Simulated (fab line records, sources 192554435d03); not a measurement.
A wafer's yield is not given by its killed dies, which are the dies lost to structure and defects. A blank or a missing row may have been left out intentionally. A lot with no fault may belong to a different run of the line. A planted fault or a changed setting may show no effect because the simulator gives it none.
Matching of chambers + flow n5 finfet + N5_BEOL_M5_PECVD_70 on pecvd-01 has 3 sister chambers
The step deposits SiO2 from TEOS/O2, target thk 16 nm, time 18 s. 3 wafers are shown with their chamber, then 9 later ones without.

WAFERS WITH THEIR CHAMBER
| wafer  | chamber | throttle valve pct (%) |
|--------|---------|------------------------|
| L085.1 | 1       | 22.9                   |
| L089.4 | 2       | 22.3                   |
| L089.5 | 0       | 21.1                   |

WAFERS WHOSE CHAMBER IS MISSING
| wafer  | throttle valve pct (%) |
|--------|------------------------|
| L092.2 | 22.5                   |
| L092.5 | 21.2                   |
| L092.6 | 22.5                   |
| L091.1 | 21.2                   |
| L091.3 | 22.8                   |
| L091.6 | 23.2                   |
| L095.2 | 21.3                   |
| L095.3 | 22.8                   |
| L095.6 | 21.0                   |

WHICH CHAMBER EACH WENT THROUGH
| wafer  | from the rows above     | in truth |
|--------|-------------------------|----------|
| L092.2 | can't be placed: 2 or 1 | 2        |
| L092.5 | 0                       | 0        |
| L092.6 | can't be placed: 2 or 1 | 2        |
| L091.1 | 0                       | 0        |
| L091.3 | 1                       | 1        |
| L091.6 | 1                       | 1        |
| L095.2 | 0                       | 0        |
| L095.3 | 1                       | 1        |
| L095.6 | 0                       | 0        |
Correctly placed: 7 of 9. Can't be placed from these rows: 2 (the true chamber is among the candidates in 2). Number placed wrongly: 0.
How it was worked out, from the rows above alone: a wafer's distance from a chamber is the root of the sum, over the readings, of the square of ((its reading less the chamber's mean) divided by the reading's scatter). The wafer belongs to the nearest chamber; if the next one is less than 2 further off, it can't be placed. For every chamber, the mean is computed from those of its wafers that are shown. The scatter: with one shown wafer a chamber, the root of the mean of the squares of how far each hidden wafer lies from its nearest shown one.
